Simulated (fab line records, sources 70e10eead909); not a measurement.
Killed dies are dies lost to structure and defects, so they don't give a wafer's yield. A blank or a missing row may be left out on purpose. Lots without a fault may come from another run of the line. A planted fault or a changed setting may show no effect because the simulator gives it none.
Chamber matching | flow nand_harc | NHARC_A_WL_FILL_ALD_00 on ald_hk-04: 4 sister chambers
The step deposits Al2O3, target thk 3 nm, pulse time 3 s, ald cycles 30. 7 wafers are shown with their chamber, then 7 later ones without.

WAFERS WITH THEIR CHAMBER
wafer  | chamber | heater_power_w (W) | precursor_pulse_height_rel
L387.2 | 1       | 479                | 0.978
L390.3 | 2       | 420                | 0.994
L394.1 | 0       | 389                | 0.993
L394.3 | 3       | 437                | 0.983
L394.5 | 3       | 438                | 0.974
L397.4 | 0       | 406                | 0.980
L397.5 | 2       | 434                | 1.025

WAFERS WITHOUT THEIR CHAMBER
wafer  | heater_power_w (W) | precursor_pulse_height_rel
L397.6 | 487                | 1.002
L401.1 | 439                | 0.990
L401.3 | 396                | 0.986
L401.5 | 444                | 0.980
L402.1 | 402                | 0.971
L402.4 | 433                | 1.012
L402.6 | 429                | 1.026

WHICH CHAMBER EACH WENT THROUGH
wafer  | from the rows above     | in truth
L397.6 | 1                       | 1
L401.1 | can't be placed: 3 or 2 | 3
L401.3 | 0                       | 0
L401.5 | 3                       | 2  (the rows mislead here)
L402.1 | 0                       | 0
L402.4 | can't be placed: 2 or 3 | 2
L402.6 | 2                       | 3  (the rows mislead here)
Placed correctly: 3 of 7. Can't be placed from these rows: 2 (the true chamber is among the candidates in 2). Placed wrongly: 2.
How it was worked out, from the rows above alone: a wafer's distance from a chamber is the root of the sum, over the readings, of the square of ((its reading less the chamber's mean) divided by the reading's scatter). The wafer belongs to the nearest chamber; if the next one is less than 2 further off, it can't be placed. A chamber's mean is the mean of its shown wafers. The scatter: the root of (the sum of the squares of (reading less its chamber's mean) over the shown wafers, divided by (wafers less chambers)).
